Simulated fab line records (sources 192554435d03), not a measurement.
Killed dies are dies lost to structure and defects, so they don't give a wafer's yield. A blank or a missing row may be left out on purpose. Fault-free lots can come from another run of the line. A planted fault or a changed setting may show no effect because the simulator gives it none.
Which of the tools did it? + flow n5_finfet + 9 lots, 27 wafers sampled, at 5 steps of a route of 1938

== WHAT EACH GAUGE READ, for each wafer ==
N5_BEOL_M15_CD_MEAS_10: target cd 360 nm.
| lot  | measured     | on        | cd_nm (nm)        |
|------|--------------|-----------|-------------------|
| L422 | day 12 05:44 | cd_sem-01 | 358.3 359.8 359.6 |
| L423 | day 12 13:05 | cd_sem-03 | 359.8 360.0 359.7 |
| L424 | day 13 16:23 | cd_sem-02 | 360.9 361.7 361.3 |
| L429 | day 14 12:01 | cd_sem-02 | 360.2 357.6 358.4 |
| L433 | day 15 02:40 | cd_sem-02 | 359.2 360.0 359.2 |
| L432 | day 15 16:49 | cd_sem-02 | 359.9 360.1 360.3 |
| L441 | day 17 14:13 | cd_sem-03 | 359.6 361.1 359.1 |
| L443 | day 18 13:01 | cd_sem-03 | 360.7 359.0 360.7 |
| L444 | day 18 19:49 | cd_sem-01 | 360.2 360.7 361.0 |

== EACH LOT AND THE TOOL THAT RAN IT (in order: tool; ch and the chambers of the sampled wafers; start) ==
| lot  | N5_BEOL_M14_ETCH_59                | N5_BEOL_M14_VIA_ETCH_16            | N5_BEOL_M14_SPUTTER_43       | N5_BEOL_M14_CMP_49            |
|------|------------------------------------|------------------------------------|------------------------------|-------------------------------|
| L422 | rie_diel-05 ch 1,2, day 12 00:54   | rie_diel-05 ch 1,2, day 12 00:57   | pvd_sputter-02, day 12 03:14 | cmp-03 ch 0,2, day 12 04:36   |
| L423 | rie_diel-02 ch 2,3, day 12 09:26   | rie_diel-02 ch 2,3, day 12 09:29   | pvd_sputter-02, day 12 11:16 | cmp-03 ch 0,1, day 12 12:04   |
| L424 | rie_diel-04 ch 0,1, day 13 07:52   | rie_diel-04 ch 0,1, day 13 07:55   | pvd_sputter-03, day 13 13:48 | cmp-01 ch 0,1,3, day 13 15:18 |
| L429 | rie_diel-02 ch 2,3, day 14 05:59   | rie_diel-02 ch 2,3, day 14 06:02   | pvd_sputter-02, day 14 08:23 | cmp-01 ch 1,2,3, day 14 11:03 |
| L433 | rie_diel-05 ch 0,1, day 14 22:09   | rie_diel-05 ch 0,1, day 14 22:12   | pvd_sputter-02, day 15 00:06 | cmp-01 ch 0,3, day 15 01:30   |
| L432 | rie_diel-05 ch 0,1, day 15 11:25   | rie_diel-05 ch 0,1, day 15 11:28   | pvd_sputter-02, day 15 14:57 | cmp-04 ch 1,3, day 15 15:46   |
| L441 | rie_diel-05 ch 0,2,3, day 17 08:20 | rie_diel-05 ch 0,2,3, day 17 08:23 | pvd_sputter-01, day 17 12:11 | cmp-03 ch 0,1,2, day 17 12:56 |
| L443 | rie_diel-04 ch 1,2,3, day 18 05:02 | rie_diel-04 ch 1,2,3, day 18 05:05 | pvd_sputter-01, day 18 09:57 | cmp-03 ch 0,1,2, day 18 11:50 |
| L444 | rie_diel-04 ch 1,2,3, day 18 15:22 | rie_diel-04 ch 1,2,3, day 18 15:25 | pvd_sputter-01, day 18 17:15 | cmp-01 ch 1,3, day 18 18:39   |
- N5_BEOL_M14_ETCH_59: etches BARC in N2/H2, target depth 89 nm, overetch 26.7 nm, time 67.9 s.
- N5_BEOL_M14_VIA_ETCH_16: etches SiO2 in C4F8/O2/Ar, target depth 1231.3 nm.
- N5_BEOL_M14_SPUTTER_43: material TaN, target thk 15 nm, time 24.19 s.
- N5_BEOL_M14_CMP_49: polishes, stops on SiO2, t overpolish 5.2 s, target thk 560 nm.

== AS READ BY THE TOOLS THEMSELVES (means over the sampled wafers that have a number; for cases with no such wafer, the mark the record gives instead) ==
N5_BEOL_M14_ETCH_59.
| lot  | tool        | drypump_motor_current_A (A) | oes_product_au (a.u.) | rf_vpp_V (V) | showerhead_plenum_p_Torr (Torr) | throttle_valve_pct (%) |
|------|-------------|-----------------------------|-----------------------|--------------|---------------------------------|------------------------|
| L422 | rie_diel-05 | 5.7                         | 0.70                  | 525          | 2.58                            | 17.86                  |
| L423 | rie_diel-02 | 6.1                         | 0.67                  | 525          | 2.58                            | 17.82                  |
| L424 | rie_diel-04 | 6.3                         | 0.76                  | 527          | 2.68                            | 17.60                  |
| L429 | rie_diel-02 | 6.2                         | 0.71                  | 523          | 2.53                            | 17.82                  |
| L433 | rie_diel-05 | 5.4                         | 0.61                  | 520          | 2.42                            | 18.02                  |
| L432 | rie_diel-05 | 5.5                         | 0.61                  | 523          | 2.52                            | 17.90                  |
| L441 | rie_diel-05 | 5.9                         | 0.67                  | 526          | 2.63                            | 17.82                  |
| L443 | rie_diel-04 | 6.1                         | 0.73                  | 524          | 2.54                            | 17.73                  |
| L444 | rie_diel-04 | 6.1                         | 0.72                  | 524          | 2.54                            | 17.73                  |

N5_BEOL_M14_VIA_ETCH_16.
| lot  | tool        | drypump_motor_current_A (A) | oes_ar_750_au (a.u.) | oes_product_au (a.u.) | rf_vpp_V (V) | showerhead_plenum_p_Torr (Torr) | throttle_valve_pct (%) |
|------|-------------|-----------------------------|----------------------|-----------------------|--------------|---------------------------------|------------------------|
| L422 | rie_diel-05 | 5.7                         | 0.81                 | 0.74                  | 2240         | 3.49                            | 30.94                  |
| L423 | rie_diel-02 | 6.1                         | 0.78                 | 0.71                  | 2229         | 3.47                            | 30.58                  |
| L424 | rie_diel-04 | 6.3                         | 0.89                 | 0.81                  | 2226         | 3.62                            | 30.62                  |
| L429 | rie_diel-02 | 6.2                         | 0.83                 | 0.75                  | 2234         | 3.40                            | 30.64                  |
| L433 | rie_diel-05 | 5.5                         | 0.72                 | 0.64                  | 2227         | 3.28                            | 30.96                  |
| L432 | rie_diel-05 | 5.5                         | 0.71                 | 0.64                  | 2237         | 3.41                            | 30.78                  |
| L441 | rie_diel-05 | 5.9                         | 0.80                 | 0.71                  | 2237         | 3.54                            | 30.78                  |
| L443 | rie_diel-04 | 6.1                         | 0.85                 | 0.76                  | 2227         | 3.43                            | 30.71                  |
| L444 | rie_diel-04 | 6.1                         | 0.84                 | 0.76                  | 2227         | 3.43                            | 30.73                  |

N5_BEOL_M14_SPUTTER_43.
| lot  | tool           | bias_v (V) | throttle_valve_pct (%) |
|------|----------------|------------|------------------------|
| L422 | pvd_sputter-02 | 168.1      | 30.1                   |
| L423 | pvd_sputter-02 | 168.6      | 30.7                   |
| L424 | pvd_sputter-03 | 169.9      | 30.6                   |
| L429 | pvd_sputter-02 | 170.9      | 30.5                   |
| L433 | pvd_sputter-02 | 169.3      | 30.8                   |
| L432 | pvd_sputter-02 | 168.2      | 29.9                   |
| L441 | pvd_sputter-01 | 168.4      | 29.2                   |
| L443 | pvd_sputter-01 | 167.6      | 29.6                   |
| L444 | pvd_sputter-01 | 167.3      | 29.2                   |

N5_BEOL_M14_CMP_49.
| lot  | tool   | barrier_field_endpoint_s (s) | edge_zone_pressure_frac | head_pressure_psi (psi) | motor_current_A (A) | pad_life_wafers |
|------|--------|------------------------------|-------------------------|-------------------------|---------------------|-----------------|
| L422 | cmp-03 | 11.23                        | 0.999                   | 1.999                   | 8.6                 | 896             |
| L423 | cmp-03 | 11.52                        | 1.007                   | 1.999                   | 8.4                 | 955             |
| L424 | cmp-01 | 11.57                        | 0.997                   | 2.005                   | 7.7                 | 500             |
| L429 | cmp-01 | 11.06                        | 1.002                   | 2.003                   | 8.0                 | 644             |
| L433 | cmp-01 | 10.80                        | 1.003                   | 2.006                   | 7.3                 | 782             |
| L432 | cmp-04 | 10.79                        | 1.001                   | 2.002                   | 8.0                 | 277             |
| L441 | cmp-03 | 11.18                        | 0.995                   | 2.001                   | 8.8                 | 1819            |
| L443 | cmp-03 | 10.93                        | 0.999                   | 2.000                   | 8.7                 | 2005            |
| L444 | cmp-01 | 11.27                        | 1.001                   | 1.997                   | 7.7                 | 1501            |

== THE ANSWER, worked out from the rows above alone ==
Rule: the lots themselves supply what counts as usual. The widest of any qualifying gaps counts: lots, ordered by their means at a reading, are off when they make up no more than a third of the lots, leave a main group of 4 or more, and stand apart from it by 3 or more times the standard deviation of that group's means. The tables above print the reading to a certain number of digits; a main group whose means all agree to those digits is not used. Also off: a lot with no number at a reading for which 4 or more lots have one. Any other lot the step has rows for is counted as sound. The gauges are gone through in route order, then the tools' own readings, and for those a lot's mean is taken as printed above. The first step at which some lot is off is used, and at that step the reading that is off furthest; a lot without a number counts as furthest.
No lot is off at any reading shown: from this, nothing can be told.

== WHAT THE SIMULATOR PUT IN ==
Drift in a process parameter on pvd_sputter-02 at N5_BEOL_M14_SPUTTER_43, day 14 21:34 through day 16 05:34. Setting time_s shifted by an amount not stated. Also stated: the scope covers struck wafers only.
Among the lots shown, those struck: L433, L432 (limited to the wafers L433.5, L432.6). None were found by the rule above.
